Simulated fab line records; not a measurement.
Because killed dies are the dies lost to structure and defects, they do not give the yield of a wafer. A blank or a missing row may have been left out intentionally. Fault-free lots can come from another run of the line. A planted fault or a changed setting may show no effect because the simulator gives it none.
A single fault, viewed from 3 desks -- flow n5-finfet -- each desk has only its own numbers; what lay behind them comes last

## THE DEFECT DESK
What the inspections along the route counted, lot by lot: means of the sampled wafers that have a number. Any lot whose mean is over 4 standard deviations away from the usual mean is out of limits and marked OUT; that distance is given in the brackets.
Columns: A = raw-defect-count at N5_BEOL_M12_INSPECT_12, usual 2.1; B = raw-defect-count at N5_BEOL_M12_INSPECT_30, usual 1.9
lot,first seen here,A,B
L930,day 10 18:54,3.7,0.7
L932,day 11 03:40,1.3,2.0
L939,day 13 14:01,1.3,0.3
L941,day 13 17:58,3.0,1.0
L940,day 13 22:24,2.3,1.7
L945,day 14 17:34,0.7,2.3
Result from this desk: across the 6 lots, nothing is out of limits.

## AT THE METROLOGY DESK
What the gauges read for every lot (on any tool): the sampled wafers with a number, averaged. Any lot whose mean is over 4 standard deviations away from the usual mean is out of limits and marked OUT; that distance is given in the brackets.
Columns: A = V11_OVL at N5_BEOL_M12_OVL_MEAS_11, usual 0 nm; B = cd-nm at N5_BEOL_M12_CD_MEAS_17, usual 140.9 nm; C = cd-nm at N5_BEOL_M12_CD_MEAS_28, usual 159.6 nm; D = M12_OVL at N5_BEOL_M12_OVL_MEAS_29, usual 0 nm
lot,first seen here,A,B,C,D
L930,day 10 18:52,-1,144.1,158.8,-3
L932,day 11 03:38,-5,142.5,158.9,0
L939,day 13 14:00,2,141.7,162.0,-4
L941,day 13 17:56,1,142.0,160.2,2
L940,day 13 22:22,-1,137.1,157.6,-0
L945,day 14 17:32,8,140.6,159.9,7
Result from this desk: across the 6 lots, nothing is out of limits.

## TOOL OWNER'S DESK, litho-track-05
The tool's own readings at N5_BEOL_M12_COAT_22 (resist thk 300 nm): means of the sampled wafers that have a number, for each lot that ran on this tool. Any lot whose mean is over 4 standard deviations away from the usual mean is out of limits and marked OUT; that distance is given in the brackets.
Columns: A = spin-speed-rpm at N5_BEOL_M12_COAT_22, usual 2888.0 rpm
lot,first seen here,A
L932,day 11 04:21,2888.1
L939,day 13 14:39,2974.9 (+51) OUT
L940,day 13 22:59,2972.2 (+50) OUT
This desk's finding: out of limits on L939, L940; first on L939, day 13 14:39 (spin-speed-rpm at N5_BEOL_M12_COAT_22). L932: within limits.

## ALL TOGETHER
On L939, L940, at day 13 14:39, an alarm was possible from the tool owner's desk.
Nothing the defect desk looked at was out of limits.
At the metrology desk, nothing out of limits was observed.
The defect desk has L939, L940 on record, within its limits.
The metrology desk has L939, L940 on record, within its limits.
All the named lots went through N5_BEOL_M12_COAT_22 on litho-track-05.

## WHAT HAD BEEN PUT IN BY THE SIMULATOR
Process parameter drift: litho-track-05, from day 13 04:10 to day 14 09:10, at N5_BEOL_M12_COAT_22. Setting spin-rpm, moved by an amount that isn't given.
Lots struck among those shown: L939, L940.
Hours from the fault's start to each desk's first reading out of limits: the tool owner's desk, 10.
